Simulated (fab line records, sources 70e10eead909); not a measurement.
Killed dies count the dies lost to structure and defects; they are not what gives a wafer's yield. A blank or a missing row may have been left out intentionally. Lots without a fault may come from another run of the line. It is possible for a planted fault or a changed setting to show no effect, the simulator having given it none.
Matching of chambers / flow nand-harc / NHARC_A_M1_PRE_CLEAN_32 on pecvd-04 has 3 sister chambers
The step time 12 s. 18 wafers are shown with their chamber, then 9 later ones without.

EACH WAFER AND ITS CHAMBER
wafer=L074.2; chamber=2; heater-power-w (W)=699
wafer=L074.4; chamber=0; heater-power-w (W)=529
wafer=L074.5; chamber=2; heater-power-w (W)=683
wafer=L076.1; chamber=2; heater-power-w (W)=615
wafer=L076.2; chamber=0; heater-power-w (W)=616
wafer=L076.3; chamber=1; heater-power-w (W)=747
wafer=L080.1; chamber=2; heater-power-w (W)=712
wafer=L080.3; chamber=0; heater-power-w (W)=622
wafer=L080.5; chamber=2; heater-power-w (W)=717
wafer=L079.1; chamber=1; heater-power-w (W)=746
wafer=L079.3; chamber=0; heater-power-w (W)=629
wafer=L079.4; chamber=2; heater-power-w (W)=684
wafer=L082.3; chamber=0; heater-power-w (W)=506
wafer=L082.4; chamber=0; heater-power-w (W)=524
wafer=L082.6; chamber=1; heater-power-w (W)=756
wafer=L085.1; chamber=0; heater-power-w (W)=602
wafer=L085.4; chamber=0; heater-power-w (W)=599
wafer=L085.6; chamber=1; heater-power-w (W)=748

SIGNATURES, as means of the wafers listed above
reading=heater-power-w; chamber 0=578.38; chamber 1=749.25; chamber 2=685.00; scatter within a chamber=40.3
Rule: a wafer's distance from a chamber is the root of the sum, over the readings, of the square of ((its reading less the chamber's mean) divided by the reading's scatter). If the next closest chamber is less than 2 further off than the closest, the wafer can't be placed; otherwise it belongs to the closest. The scatter: take each reading less its chamber's mean, square it, sum over the shown wafers, divide by the number of wafers less the number of chambers, and take the root.

WAFERS WHOSE CHAMBER IS MISSING
wafer=L089.3; heater-power-w (W)=581
wafer=L089.5; heater-power-w (W)=747
wafer=L089.6; heater-power-w (W)=588
wafer=L090.2; heater-power-w (W)=753
wafer=L090.5; heater-power-w (W)=738
wafer=L090.6; heater-power-w (W)=620
wafer=L096.1; heater-power-w (W)=623
wafer=L096.2; heater-power-w (W)=772
wafer=L096.4; heater-power-w (W)=676

THE CHAMBER EACH PASSED THROUGH
wafer=L089.3; from the rows above=0; in truth=0
wafer=L089.5; from the rows above=can't be placed: 1 or 2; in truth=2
wafer=L089.6; from the rows above=0; in truth=0
wafer=L090.2; from the rows above=can't be placed: 1 or 2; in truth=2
wafer=L090.5; from the rows above=can't be placed: 1 or 2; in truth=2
wafer=L090.6; from the rows above=can't be placed: 0 or 2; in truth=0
wafer=L096.1; from the rows above=can't be placed: 0 or 2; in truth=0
wafer=L096.2; from the rows above=can't be placed: 1 or 2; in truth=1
wafer=L096.4; from the rows above=can't be placed: 2 or 1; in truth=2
Correct placement for 2 of the 9. Can't be placed from these rows: 7 (the true chamber is among the candidates in 7). 0 placed wrongly.
